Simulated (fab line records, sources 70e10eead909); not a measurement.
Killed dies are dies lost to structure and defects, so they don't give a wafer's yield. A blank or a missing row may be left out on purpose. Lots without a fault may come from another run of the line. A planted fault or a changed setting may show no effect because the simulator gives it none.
A struck lot beside a sound one | flow nand_harc | 17 steps out of a route of 1302
Sound: wafers L298.1, L298.2, L298.4. Struck: wafers L315.3, L315.5, L315.6. The cause comes at the end.
At each step with rows: each side's tool, then ch and its chambers, then its first start. Under that, the readings that differ: sound wafers | struck wafers | difference of the means | sigmas: that difference in standard deviations of wafers without a fault.
alike: readings whose means differ by less than 2 such deviations, and words and numbers that are the same on both sides. not compared: withheld readings, readings that some wafer has no value for, bounds like >300 that may hide the same value, and numbers for which the record gives no deviation and whose values overlap.
The two part at a step that has a row with sigmas, a row that says differs or no value, or rows on one side only. Numbers that don't overlap but have no deviation are shown without sigmas and don't part them. A reading that every wafer of one side lacks parts them only if that side has two wafers or more.

NHARC_A_WL_FILL_INSPECT_15:
  sound on defect_inspect-01, day 23 10:56; struck on defect_inspect-02, day 30 15:44
  alike: raw_defect_count
NHARC_A_CONTACT_DEP_24: deposits SiO2, target thk 500 nm.
  sound on pecvd-04 ch 1,2, day 23 11:00; struck on pecvd-01 ch 0,1,2, day 30 15:53
  reading                  | sound       | struck      | difference | sigmas
  heater_power_outer_w (W) | 278 235 245 | 384 339 283 | +83        | +2
  alike: heater_power_w, showerhead_vpp_V, susceptor_temp_C, throttle_valve_pct
NHARC_A_CONTACT_DEP_28: deposits aC, target thk 7000 nm.
  sound on acl_dep-03 ch 0, day 23 14:45; struck on acl_dep-02 ch 0, day 30 17:50
  reading              | sound                | struck | difference                    | sigmas
  susceptor_temp_C (C) | 400.30 400.13 400.32 | - - -  | no value on the struck wafers |
  alike: throttle_valve_pct
NHARC_A_CONTACT_DEP_29: deposits SiON, target thk 100 nm.
  sound on pecvd-03 ch 0,1,2, day 23 19:07; struck on pecvd-04 ch 0,1,2, day 30 20:39
  reading              | sound                | struck               | difference | sigmas
  susceptor_temp_C (C) | 399.79 399.83 399.48 | 400.29 400.21 399.90 | +0.43      | +2
  alike: heater_power_outer_w, heater_power_w, showerhead_vpp_V
then, 7 steps without rows for these wafers: NHARC_A_CONTACT_DEHYDRATE_32 (time 120 s); NHARC_A_CONTACT_HMDS_33 (time 30 s); NHARC_A_CONTACT_COAT_34 (time 75 s); NHARC_A_CONTACT_COAT_35 (time 65 s); NHARC_A_CONTACT_COAT_36 (resist thk 90 nm); NHARC_A_CONTACT_SOFTBAKE_37 (time 55 s); NHARC_A_CONTACT_EBR_38.
NHARC_A_CONTACT_EXPOSE_39: exposes mask A CC 3.
  sound on arfi_scanner-01 ch 0, day 23 19:34; struck on arfi_scanner-03 ch 0, day 30 21:14
  reading              | sound             | struck            | difference | sigmas
  exposure_dose_mJ_cm2 | 58.78 58.75 58.79 | 77.32 77.30 77.29 | +18.53     | +99 or more
  alike: mask, reticle_temp_C
then, 2 steps without rows for these wafers: NHARC_A_CONTACT_PEB_40 (peb time 65 s); NHARC_A_CONTACT_DEVELOP_41 (develop time 35 s).
NHARC_A_CONTACT_CD_MEAS_42: target cd 300 nm.
  sound on cd_sem-01 ch 0, day 23 19:43; struck on cd_sem-01 ch 0, day 30 21:23
  reading    | sound             | struck            | difference | sigmas
  cd_nm (nm) | 299.9 299.8 299.6 | 314.0 314.4 314.6 | +14.6      | +24
NHARC_A_CONTACT_OVL_MEAS_43:
  sound on overlay-01, day 23 19:48; struck on overlay-02, day 30 21:28
  alike: overlay_x_nm, overlay_y_nm
NHARC_END_SORT_01:
  the record has rows for the sound wafers here (prober-02 ch 0, day 27 04:51) and none for the struck ones

WHERE THEY PART
First at NHARC_A_CONTACT_DEP_24; last, within this record, at NHARC_END_SORT_01.

WHY: what the simulator had put in
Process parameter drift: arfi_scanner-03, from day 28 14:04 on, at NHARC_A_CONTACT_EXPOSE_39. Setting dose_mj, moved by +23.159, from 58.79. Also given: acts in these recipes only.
